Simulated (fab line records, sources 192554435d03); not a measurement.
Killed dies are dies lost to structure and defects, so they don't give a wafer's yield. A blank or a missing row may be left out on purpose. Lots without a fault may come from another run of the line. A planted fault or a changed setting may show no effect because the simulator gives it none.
fab line records | flow n5_finfet
record lots=7 wafers=21 last_day=18
route steps=1938 shown HKMG_FIN@436 PASSIVATION@1936
lots that met no fault: from a run of the same line without faults
start_h: hours from the record's first day to the start of the lot's first wafer shown | wait_h: hours since the lot's step before | " the same as in the row above | L1.1+2: a row that stands for several wafers | - no value, or no start given | * or withheld: withheld | < > ~ a bound
route shown NAME@n: a module of which the file shows steps, and the number in the route of the first | usual: mean/standard deviation of fault-free wafers | same: alike in all rows | chamber/n: place in a boat | sites: the reading at each site | _std_site: their standard deviation | _edge_site: outer sites' mean less inner sites' | radius_mm: how far each site lies from the wafer's centre | mask NAME#n: copy n | behind: the tool/chamber that last shaped the wafer | hold: why the lot was held/for how many hours/how that ended | device: the transistor (n, p or np) that didn't switch | end of line: the same wafers' tests at the end of the route | a step without rows: its recipe alone | killed: dies lost to structure and defects at the first sort, not the wafer's yield | map: a wafer's dies, x killed, . not, _ none there
set.NAME: the setting as run; set.NAME@STEP: as run at that earlier step | model.NAME: the simulator's own value behind a step, which no gauge read
lots at some steps of the route; a table a step, a row a wafer
services: from which hour (start_h, from the record's first day; less than 0 if before it) a tool's chamber was out of use, for how many hours, and why
## steps
# step N5_HKMG_FIN_STRIP_33
# recipe chemistry=N2/H2 temp_c=40 n2_flow_sccm=200 h2_flow_sccm=200 rf_frequency_hz=6e+07
# step N5_HKMG_FIN_STRIP_34
# recipe chemistry=CF4 resist=SiARC power_w=300 bias_power_w=75 pressure_mtorr=50 cf4_flow_sccm=150 rf_frequency_hz=6e+07
# step N5_HKMG_FIN_ETCH_35
# recipe chemistry=N2/H2 target=SOC target_depth_a=2158 ion_energy_ev=65 bias_w=5 source_w=3000 time_s=243.4 pressure_mtorr=30 n2_flow_sccm=200 h2_flow_sccm=200
# step N5_HKMG_FIN_STRIP_92
# recipe chemistry=N2/H2 material=SOC time_s=20 power_w=500 temp_c=40 pressure_mtorr=50 rf_frequency_hz=6e+07 bias_power_w=8 h2_frac=0.5 n2_flow_sccm=300 h2_flow_sccm=300
# usual drypump_motor_current_A=5.8/0.63 oes_product_au=0.79/0.091 rf_vpp_V=54.2/0.9 showerhead_plenum_p_Torr=3.31/0.11 throttle_valve_pct=19.0/0.48
# columns lot.wafer tool chamber start_h wait_h drypump_motor_current_A oes_product_au rf_hours_counter_h rf_vpp_V showerhead_plenum_p_Torr throttle_valve_pct
L718.2 rie_diel-05 0 82.91 0.1 6.0 0.81 97 54.4 3.27 18.8
L718.3 " 2 " " 6.6 0.73 169 53.3 3.36 19.4
L718.6 " 1 " " 6.4 0.96 - 53.9 3.28 18.3
L721.3 rie_diel-02 2 94.65 0.1 6.2 0.84 62 53.9 3.28 19.1
L721.5 " 3 " " 6.0 0.72 - 55.1 3.35 19.5
L721.6 " 2 " " 6.2 0.84 - 51.8 3.28 19.1
L722.2 rie_diel-05 3 101.56 0.1 4.9 0.87 13 54.8 3.28 18.3
L722.3 " 0 " " 6.0 0.80 103 53.7 3.27 18.9
L722.5 " 3 " " 4.9 0.86 - 53.1 3.28 18.3
L723.2 rie_diel-06 0 108.24 0.1 4.9 0.74 185 53.9 3.22 19.3
L723.4 " 1 " " 5.9 0.70 - 53.1 3.16 18.4
L723.5 " 3 " " 6.5 0.76 - 55.6 3.52 19.4
L737.1 rie_diel-02 1 191.40 0.1 5.5 0.87 39 53.4 3.27 18.2
L737.2 " 0 " " 5.1 0.88 50 55.2 3.30 19.4
L737.5 " 0 " " 5.0 0.87 - 54.0 3.30 19.4
L739.1 rie_diel-05 1 201.92 0.1 6.3 0.90 45 55.6 3.27 18.4
L739.5 " 0 " " 6.0 0.76 - 53.9 3.25 18.9
L739.6 " 3 " " 4.9 0.80 - 54.2 3.26 18.4
L740.1 rie_diel-06 3 208.71 0.1 6.5 0.72 190 55.2 3.50 19.5
L740.3 " 1 " " 5.9 0.96 11 53.9 3.55 18.1
L740.5 " 3 " " 6.4 0.72 - 55.3 3.50 19.5
# step N5_HKMG_FIN_WET_ETCH_18
# recipe chemistry=SC1 target=TiN mix=1:1:5 temp_c=* time_s=55 target_depth_nm=5.2 dry=ipa_marangoni rinse_time_s=30 rinse_temp_c=23
# step N5_HKMG_FIN_STRIP_19
# recipe chemistry=N2/H2 power_w=2500 temp_c=300 h2_frac=0.65 time_s=360 pressure_mtorr=withheld n2_flow_sccm=1750 h2_flow_sccm=3250
# usual drypump_motor_current_A=5.6/0.34 heater_power_w=476/34
# columns lot.wafer tool chamber start_h wait_h drypump_motor_current_A heater_power_w rf_hours_counter_h
L718.2 plasma_asher-02 1 83.06 0.0 5.1 436 87
L718.3 " 1 " " 5.0 434 -
L718.6 " 0 " " 5.7 452 -
L721.3 plasma_asher-01 1 94.91 0.1 5.5 500 -
L721.5 " 1 " " 5.6 499 -
L721.6 " 0 " " 6.0 521 -
L722.2 plasma_asher-01 1 101.70 0.0 5.6 494 43
L722.3 " 0 " " 6.0 516 -
L722.5 " 1 " " 5.6 499 -
L723.2 plasma_asher-02 0 108.39 0.0 5.8 465 93
L723.4 " 1 " " 5.1 435 -
L723.5 " 1 " " 5.1 440 -
L737.1 plasma_asher-02 0 191.55 0.0 5.7 468 109
L737.2 " 1 " " 5.0 435 109
L737.5 " 0 " " 5.7 468 -
L739.1 plasma_asher-02 0 202.10 0.0 5.8 472 113
L739.5 " 0 " " 5.7 466 -
L739.6 " 1 " " 5.0 447 -
L740.1 plasma_asher-02 0 208.86 0.0 5.7 469 116
L740.3 " 0 " " 5.8 451 -
L740.5 " 0 " " 5.7 459 -
# step N5_HKMG_FIN_ALD_91
# recipe material=TiN target_thk_a=10 temp_c=400 ald_precursor_family=TiCl4 ald_co_reactant=NH3 pulse_time_s=1 purge_time_s=3 co_reactant_purge_time_s=2 co_reactant_pulse_time_s=2 ald_cycles=47 pressure_torr=3
# usual ald_cycles=47/0 heater_power_w=881/83 precursor_pulse_height_rel=0.997/0.019
# same purge_time_s=3
# columns lot.wafer tool chamber start_h wait_h ald_cycles heater_power_w precursor_pulse_height_rel
L718.2 ald_metal-01 1 83.44 0.3 47 791 1.018
L718.3 " 3 " " 47 930 0.976
L718.6 " 3 " " 47 951 1.008
L721.3 ald_metal-01 0 95.18 0.2 47 831 1.014
L721.5 " 2 " " 47 1068 0.981
L721.6 " 3 " " 47 917 1.003
L722.2 ald_metal-04 3 102.08 0.3 47 776 0.966
L722.3 " 2 " " 47 807 0.997
L722.5 " 1 " " 47 951 0.998
L723.2 ald_metal-01 0 108.77 0.3 47 827 0.999
L723.4 " 3 " " 47 922 0.980
L723.5 " 1 " " 47 818 0.992
L737.1 ald_metal-01 0 191.94 0.3 47 835 1.015
L737.2 " 1 " " 47 812 0.976
L737.5 " 1 " " 47 807 1.009
L739.1 ald_metal-03 2 202.49 0.3 47 908 0.969
L739.5 " 0 " " 47 941 0.979
L739.6 " 1 " " 47 838 1.022
L740.1 ald_metal-01 1 209.24 0.3 47 820 0.972
L740.3 " 0 " " 47 825 0.967
L740.5 " 1 " " 47 796 1.005
# step N5_HKMG_FIN_COAT_85
# recipe resist=SOC temp_c=250 time_s=60 spin_rpm=1500 resist_thk_nm=300
# step N5_HKMG_FIN_ETCH_86
# recipe chemistry=N2/H2 target=SOC target_depth_a=3932 stop_on=TiN ion_energy_ev=100 bias_w=61 pressure_mtorr=30 source_w=850 n2_flow_sccm=200 h2_flow_sccm=200
# usual drypump_motor_current_A=5.8/0.6 oes_product_au=0.80/0.084 rf_vpp_V=240.3/0.99 showerhead_plenum_p_Torr=2.50/0.054 throttle_valve_pct=17.7/0.35
# columns lot.wafer tool chamber start_h wait_h drypump_motor_current_A oes_product_au rf_hours_counter_h rf_vpp_V showerhead_plenum_p_Torr throttle_valve_pct
L718.2 rie_diel-02 2 83.78 - 6.2 0.82 57 240.4 2.48 17.8
L718.3 " 0 " " 5.1 0.92 17 240.4 2.51 17.8
L718.6 " 2 " " 6.2 0.82 - 239.9 2.48 17.8
L721.3 rie_diel-02 3 95.52 - 6.0 0.72 189 241.1 2.53 18.1
L721.5 " 2 " " 6.2 0.81 - 239.4 2.48 17.8
L721.6 " 1 " " 5.5 0.96 - 240.8 2.49 17.1
L722.2 rie_diel-02 3 102.42 - 6.0 0.71 192 240.0 2.53 18.1
L722.3 " 2 " " 6.2 0.81 65 240.4 2.48 17.8
L722.5 " 3 " " 6.0 0.72 - 240.0 2.53 18.1
L723.2 rie_diel-02 3 109.41 - 5.9 0.71 194 241.3 2.53 18.1
L723.4 " 2 " " 6.2 0.81 67 241.6 2.48 17.8
L723.5 " 3 " " 6.0 0.71 - 240.4 2.53 18.1
L737.1 rie_diel-05 0 192.67 - 6.0 0.76 138 239.4 2.46 17.7
L737.2 " 2 " " 6.6 0.70 211 241.3 2.52 18.0
L737.5 " 0 " " 6.0 0.76 - 240.0 2.46 17.7
L739.1 rie_diel-06 2 202.82 - 6.2 0.88 36 241.3 2.48 17.7
L739.5 " 1 " " 5.9 0.95 - 243.4 2.69 17.2
L739.6 " 0 " " 4.9 0.69 - 238.1 2.42 18.3
L740.1 rie_diel-05 0 209.71 - 6.0 0.75 144 239.6 2.46 17.8
L740.3 " 3 " " 4.9 0.82 54 240.2 2.46 17.2
L740.5 " 3 " " 4.9 0.82 - 239.4 2.46 17.2
# step N5_HKMG_FIN_STRIP_89
# recipe chemistry=N2/H2 material=SOC time_s=20 power_w=500 temp_c=40 pressure_mtorr=50 rf_frequency_hz=6e+07 bias_power_w=8 h2_frac=0.5 n2_flow_sccm=300 h2_flow_sccm=300
# usual drypump_motor_current_A=5.8/0.6 oes_product_au=0.81/0.088 rf_vpp_V=54.1/0.83 showerhead_plenum_p_Torr=3.30/0.068 throttle_valve_pct=18.9/0.49
# columns lot.wafer tool chamber start_h wait_h drypump_motor_current_A oes_product_au rf_hours_counter_h rf_vpp_V showerhead_plenum_p_Torr throttle_valve_pct
L718.2 rie_diel-02 2 83.84 0.0 6.3 0.84 57 53.8 3.28 19.1
L718.3 " 0 " " 5.1 0.94 18 54.0 3.32 19.3
L718.6 " 2 " " 6.2 0.85 - 54.2 3.28 19.1
L721.3 rie_diel-02 3 95.58 0.0 6.0 0.73 189 55.1 3.35 19.5
L721.5 " 2 " " 6.2 0.84 - 54.9 3.28 19.1
L721.6 " 1 " " 5.6 0.97 - 54.9 3.29 18.1
L722.2 rie_diel-02 3 102.48 0.0 6.0 0.73 192 54.0 3.35 19.5
L722.3 " 2 " " 6.2 0.83 65 53.2 3.28 19.1
L722.5 " 3 " " 6.0 0.73 - 54.1 3.35 19.5
L723.2 rie_diel-02 3 109.47 0.0 6.0 0.72 194 54.4 3.35 19.5
L723.4 " 2 " " 6.2 0.84 67 55.3 3.28 19.1
L723.5 " 3 " " 6.0 0.73 - 54.9 3.35 19.5
L737.1 rie_diel-05 0 192.73 0.0 6.0 0.76 138 55.2 3.25 18.9
L737.2 " 2 " " 6.6 0.69 211 53.7 3.33 19.5
L737.5 " 0 " " 6.0 0.75 - 54.0 3.25 18.9
L739.1 rie_diel-06 2 202.88 0.0 6.3 0.91 36 53.2 3.28 18.8
L739.5 " 1 " " 5.9 0.96 - 53.6 3.55 18.1
L739.6 " 0 " " 4.9 0.71 - 54.2 3.20 19.4
L740.1 rie_diel-05 0 209.77 0.0 6.0 0.77 144 54.5 3.25 18.9
L740.3 " 3 " " 4.9 0.81 54 52.7 3.26 18.4
L740.5 " 3 " " 4.9 0.81 - 53.1 3.26 18.4
# step N5_HKMG_FIN_WET_ETCH_87
# recipe chemistry=SC1 target=TiN mix=1:2:40 temp_c=50 time_s=154.2 target_depth_nm=4.7 dry=ipa_marangoni rinse_time_s=30 rinse_temp_c=23
# step N5_HKMG_FIN_STRIP_88
# recipe chemistry=N2/H2 power_w=2500 temp_c=300 h2_frac=0.65 time_s=360 pressure_mtorr=withheld n2_flow_sccm=1750 h2_flow_sccm=3250
# step N5_HKMG_FIN_NWFM_ALD_20
# recipe material=TiAlC target_thk_a=20 temp_c=300 ald_precursor_family=TiCl4 ald_co_reactant=TEA pulse_time_s=3 purge_time_s=2 co_reactant_purge_time_s=2 co_reactant_pulse_time_s=10 ald_cycles=7 pressure_torr=3
# usual ald_cycles=7/0 heater_power_w=491/47 precursor_pulse_height_rel=0.999/0.019
# same purge_time_s=2
# columns lot.wafer tool chamber start_h wait_h ald_cycles heater_power_w precursor_pulse_height_rel model.TiAlC_of_HKMG_FIN_NWFM_ALD_20.thk_nm
L718.2 ald_metal-01 0 84.41 0.3 7 468 0.991 2
L718.3 " 2 " " 7 596 1.012 2
L718.6 " 2 " " 7 609 0.975 2
L721.3 ald_metal-01 0 96.16 0.1 3 468 0.976 0.8
L721.5 " 0 " " 3 469 1.011 0.8
L721.6 " 3 " " 3 524 1.023 0.8
L722.2 ald_metal-01 2 103.06 0.3 3 594 1.000 0.8
L722.3 " 1 " " 3 451 1.026 0.8
L722.5 " 1 " " 3 451 1.006 0.8
L723.2 ald_metal-01 1 110.05 0.3 3 462 1.019 0.8
L723.4 " 2 " " 3 601 1.003 0.8
L723.5 " 2 " " 3 608 0.979 0.8
L737.1 ald_metal-04 3 193.31 0.3 7 446 1.026 2
L737.2 " 1 " " 7 553 1.019 2
L737.5 " 0 " " 7 496 1.011 2
L739.1 ald_metal-04 2 203.46 0.3 7 454 0.980 2
L739.5 " 3 " " 7 441 0.970 2
L739.6 " 2 " " 7 448 1.009 2
L740.1 ald_metal-04 2 210.34 0.3 7 442 1.032 2
L740.3 " 1 " " 7 541 1.002 2
L740.5 " 3 " " 7 444 0.996 2
# step N5_HKMG_FIN_ALD_71
# recipe material=TiN target_thk_a=10 temp_c=400 ald_precursor_family=TiCl4 ald_co_reactant=NH3 pulse_time_s=1 purge_time_s=3 co_reactant_purge_time_s=2 co_reactant_pulse_time_s=2 ald_cycles=47 pressure_torr=3
# step N5_PASSIVATION_PROBE_49
# usual killed_at_M0_to_M3=36/10 killed_at_M4_up=13/5.5 killed_at_contacts=12/5.6 killed_at_front_end=42/12 killed_at_other=4/3.2 killed_dies=108/18 killed_open=71/13 killed_short=34/7.8
# same gross_dies=1180 killed_at_back_side=0
# columns lot.wafer tool chamber start_h wait_h killed_at_M0_to_M3 killed_at_M4_up killed_at_contacts killed_at_front_end killed_at_other killed_dies killed_open killed_short
L737.1 prober-01 - 399.11 0.0 29 4 17 37 13 100 63 36
L737.2 prober-01 - 399.16 0.1 53 9 10 32 8 112 74 38
L737.5 prober-01 - 399.31 0.2 38 13 18 47 6 122 85 37
L739.1 prober-01 - 410.72 0.0 23 17 17 44 0 101 68 29
L739.5 prober-01 - 410.92 0.2 47 12 8 46 1 114 71 37
L739.6 prober-01 - 410.97 0.3 28 11 14 39 3 95 65 30
# killed by level:class
L737.1 FIN_SAQP:geometric_particle:open=11 MOL_CONTACT_COAG:geometric_particle:open=10 FIN_SAQP:geometric_particle:short=8 BEOL_M0_SAQP:geometric_particle:short=8 MOL_CONTACT_COAG:geometric_particle:short=7 BEOL_M1:geometric_particle:open=5 BEOL_M2:geometric_particle:open=5 BEOL_M0_SAQP:geometric_particle:open=4
L737.2 BEOL_M0_SAQP:geometric_particle:short=18 BEOL_M1:geometric_particle:open=13 BEOL_M0_SAQP:geometric_particle:open=8 MOL_CONTACT_COAG:geometric_particle:open=8 FIN_SAQP:geometric_particle:open=5 STI_FIN_REVEAL:geometric_particle:open=5 MIM_TOP_ETCH:geometric_particle:open=5 BEOL_M2:geometric_particle:open=5
L737.5 FIN_SAQP:geometric_particle:open=15 MOL_CONTACT_COAG:geometric_particle:open=15 FIN_SAQP:geometric_particle:short=10 BEOL_M3:geometric_particle:open=9 BEOL_M4:geometric_particle:open=7 BEOL_M2:geometric_particle:open=7 DUMMY_GATE:geometric_particle:open=6 BEOL_M0_SAQP:geometric_particle:short=6
L739.1 FIN_SAQP:geometric_particle:open=13 MOL_CONTACT_COAG:geometric_particle:open=13 DUMMY_GATE:geometric_particle:open=8 FIN_SAQP:geometric_particle:short=7 BEOL_M4:geometric_particle:open=7 DUMMY_GATE:geometric_particle:short=5 BEOL_M0_SAQP:geometric_particle:short=5 STI_FIN_REVEAL:geometric_particle:open=4
L739.5 BEOL_M0_SAQP:geometric_particle:open=18 BEOL_M0_SAQP:geometric_particle:short=16 FIN_SAQP:geometric_particle:open=13 MOL_CONTACT_COAG:geometric_particle:open=7 FIN_SAQP:geometric_particle:short=6 STI_FIN_REVEAL:geometric_particle:open=5 GATE_CUT:geometric_particle:short=5 DUMMY_GATE:geometric_particle:open=4
L739.6 MOL_CONTACT_COAG:geometric_particle:open=13 FIN_SAQP:geometric_particle:open=10 FIN_SAQP:geometric_particle:short=9 BEOL_M0_SAQP:geometric_particle:short=7 BEOL_M2:geometric_particle:open=7 BEOL_M0_SAQP:geometric_particle:open=6 STARTING-WAFER:geometric_particle:open=4 ILD0:geometric_particle:short=3
## services
# columns tool chamber start_h hours kind
rie_diel-02 1 74.76 - clean
rie_diel-02 1 74.76 - consumable_replace:focus_ring
rie_diel-02 1 74.76 16.1 scheduled_down
rie_diel-02 1 74.76 16.1 vent_cycle
plasma_asher-02 - 88.29 2.8 pm
rie_diel-06 2 89.66 4.8 repair
ald_metal-01 3 115.70 279.0 repair
ald_metal-04 1 121.29 10.6 repair
rie_diel-02 0 126.72 16.1 repair
ald_metal-04 - 138.31 2.8 pm
ald_metal-01 - 147.30 0.9 repair
rie_diel-06 1 151.02 - clean
rie_diel-06 1 151.02 - consumable_replace:focus_ring
rie_diel-06 1 151.02 - consumable_replace:showerhead
rie_diel-06 1 151.02 25.5 scheduled_down
rie_diel-06 1 151.02 25.5 vent_cycle
rie_diel-05 1 162.15 36.3 repair
ald_metal-03 0 163.31 4.2 repair
ald_metal-01 2 189.20 28.2 repair
plasma_asher-01 - 191.35 14.6 pm
rie_diel-06 2 197.89 1.5 repair
rie_diel-02 1 198.27 1.6 repair
ald_metal-01 - 203.70 0.3 repair
## key
first_sign step=N5_HKMG_FIN_NWFM_ALD_20 reading=ald_cycles direction=down sigmas=99+ usual=* struck=*
effect none on later readings
model_effect step=N5_HKMG_FIN_NWFM_ALD_20 value=TiAlC_of_HKMG_FIN_NWFM_ALD_20.thk_nm without=2 struck=0.8
met_at N5_HKMG_FIN_NWFM_ALD_20
struck_wafers L721.3,L721.5,L721.6,L722.2,L722.3,L722.5,L723.2,L723.4,L723.5
rows_end L721.3,L721.5,L721.6,L723.2,L723.4,L723.5
tester_left_out L722
onset_between 84.41 96.16
earlier_fault kind=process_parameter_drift tool=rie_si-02 chamber=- onset_h=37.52 steps=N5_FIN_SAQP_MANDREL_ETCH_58 channel=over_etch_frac offset=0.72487 shape=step acts_in=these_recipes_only stated=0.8
fault kind=process_parameter_drift tool=ald_metal-01 chamber=- onset_h=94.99 steps=N5_HKMG_FIN_NWFM_ALD_20 channel=ald_cycles offset=* shape=step acts_in=* stated=*
# tester_left_out: of these lots the tester's yield and bins aren't shown, on N5 and GAA mostly nor the transistor test; their killed dies are dies lost to structure and defects alone, not to doping, threshold or leakage, so they don't give the yield
# rows_end: these wafers met a further fault down the route, and their rows from its step on are left out
